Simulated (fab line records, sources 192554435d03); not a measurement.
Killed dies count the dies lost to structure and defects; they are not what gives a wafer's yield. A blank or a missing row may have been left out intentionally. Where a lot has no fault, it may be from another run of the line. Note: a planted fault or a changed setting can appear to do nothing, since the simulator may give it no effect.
Split-lot trial || flow n5Finfet || on a route of 1938 steps: 7 lots, 21 wafers read

SPLIT DETAILS
At N5_MIM_BOT_LITHO_EXPOSE_05 (exposes mask MIM BOT), the setting doseMj was moved away from the recipe's 24.25 on 7 of the 21 wafers read, by -6.7% to +7.2%. The other wafers ran this setting at the recipe's value.

FROM THE SPLIT TO THE READING: what the file shows between them, 3 steps
- N5_MIM_BOT_LITHO_PEB_06
- N5_MIM_BOT_LITHO_DEVELOP_07: develop time 60 s
- N5_MIM_BOT_LITHO_HARDBAKE_09: time 120 s

THE READING
cdNm, in nm, at N5_MIM_BOT_LITHO_CD_MEAS_08 (target cd 3000 nm). Typical for fault-free wafers on this fab line: 3000.4 nm, with standard deviation 2.1 nm.

{"wafer": "L074.3", "tool, chamber at the split": "krfScanner-02, 0", "doseMj as run": 24.25, "against the recipe": "recipe", "cdNm, nm": 3002.5, "against lot-mates on the recipe": "-"}
{"wafer": "L074.4", "tool, chamber at the split": "krfScanner-02, 0", "doseMj as run": 24.25, "against the recipe": "recipe", "cdNm, nm": 2999.6, "against lot-mates on the recipe": "-"}
{"wafer": "L074.5", "tool, chamber at the split": "krfScanner-02, 0", "doseMj as run": 24.25, "against the recipe": "recipe", "cdNm, nm": 2998.2, "against lot-mates on the recipe": "-"}
{"wafer": "L076.1", "tool, chamber at the split": "krfScanner-01, 0", "doseMj as run": 24.25, "against the recipe": "recipe", "cdNm, nm": 3002.5, "against lot-mates on the recipe": "-"}
{"wafer": "L076.4", "tool, chamber at the split": "krfScanner-01, 0", "doseMj as run": 24.25, "against the recipe": "recipe", "cdNm, nm": 3006.0, "against lot-mates on the recipe": "-"}
{"wafer": "L076.6", "tool, chamber at the split": "krfScanner-01, 0", "doseMj as run": 24.25, "against the recipe": "recipe", "cdNm, nm": 3002.7, "against lot-mates on the recipe": "-"}
{"wafer": "L080.2", "tool, chamber at the split": "krfScanner-01, 0", "doseMj as run": 23.3, "against the recipe": "-3.9%", "cdNm, nm": 2996.9, "against lot-mates on the recipe": "no lot-mate on the recipe"}
{"wafer": "L080.5", "tool, chamber at the split": "krfScanner-01, 0", "doseMj as run": 23.3, "against the recipe": "-3.9%", "cdNm, nm": 2992.5, "against lot-mates on the recipe": "no lot-mate on the recipe"}
{"wafer": "L080.6", "tool, chamber at the split": "krfScanner-01, 0", "doseMj as run": 23.3, "against the recipe": "-3.9%", "cdNm, nm": 2994.2, "against lot-mates on the recipe": "no lot-mate on the recipe"}
{"wafer": "L081.3", "tool, chamber at the split": "krfScanner-02, 0", "doseMj as run": 22.62, "against the recipe": "-6.7%", "cdNm, nm": 2988.8, "against lot-mates on the recipe": -11.2}
{"wafer": "L081.4", "tool, chamber at the split": "krfScanner-02, 0", "doseMj as run": 24.25, "against the recipe": "recipe", "cdNm, nm": 2999.8, "against lot-mates on the recipe": "-"}
{"wafer": "L081.6", "tool, chamber at the split": "krfScanner-02, 0", "doseMj as run": 24.25, "against the recipe": "recipe", "cdNm, nm": 3000.2, "against lot-mates on the recipe": "-"}
{"wafer": "L088.1", "tool, chamber at the split": "krfScanner-02, 0", "doseMj as run": 24.25, "against the recipe": "recipe", "cdNm, nm": 2999.4, "against lot-mates on the recipe": "-"}
{"wafer": "L088.2", "tool, chamber at the split": "krfScanner-02, 0", "doseMj as run": 24.25, "against the recipe": "recipe", "cdNm, nm": 2998.2, "against lot-mates on the recipe": "-"}
{"wafer": "L088.5", "tool, chamber at the split": "krfScanner-02, 0", "doseMj as run": 24.25, "against the recipe": "recipe", "cdNm, nm": 2998.3, "against lot-mates on the recipe": "-"}
{"wafer": "L090.1", "tool, chamber at the split": "krfScanner-01, 0", "doseMj as run": 25.99, "against the recipe": "+7.2%", "cdNm, nm": 3012.3, "against lot-mates on the recipe": "+10.4"}
{"wafer": "L090.4", "tool, chamber at the split": "krfScanner-01, 0", "doseMj as run": 24.25, "against the recipe": "recipe", "cdNm, nm": 3001.6, "against lot-mates on the recipe": "-"}
{"wafer": "L090.6", "tool, chamber at the split": "krfScanner-01, 0", "doseMj as run": 24.25, "against the recipe": "recipe", "cdNm, nm": 3002.2, "against lot-mates on the recipe": "-"}
{"wafer": "L097.1", "tool, chamber at the split": "krfScanner-02, 0", "doseMj as run": 25.37, "against the recipe": "+4.6%", "cdNm, nm": 3009.3, "against lot-mates on the recipe": "+8.7"}
{"wafer": "L097.2", "tool, chamber at the split": "krfScanner-02, 0", "doseMj as run": 25.37, "against the recipe": "+4.6%", "cdNm, nm": 3009.6, "against lot-mates on the recipe": "+9.0"}
{"wafer": "L097.5", "tool, chamber at the split": "krfScanner-02, 0", "doseMj as run": 24.25, "against the recipe": "recipe", "cdNm, nm": 3000.6, "against lot-mates on the recipe": "-"}

FIT RESULTS
A straight line over all 21 wafers: cdNm changes by +1.71 nm for each +1% of doseMj; r = +0.94; the points scatter about the line by 2 nm.
The same after taking each lot's own level away (the mean of its wafers on the recipe; 18 wafers): +1.66 nm for each +1%; r = +0.97; scatter 1.2 nm.
That fit puts the effect of the largest move of doseMj on the reading at 12 nm.
Measured against the standard deviation above, the lots' own levels, which go from 2998.63 to 3003.73 nm, span 2.4 times it.
Hence the lot-to-lot level has little effect on the slope; both slopes agree.
Check: with one of the wafers moved furthest among these (+7.2%) left out of the fit, the line predicts +12.9 nm for it against its lot-mates. It came out at +10.4 nm against them.

THE FILE'S OWN FIT
cdNm changes by +1.61 nm for each +1% of doseMj, r = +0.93.
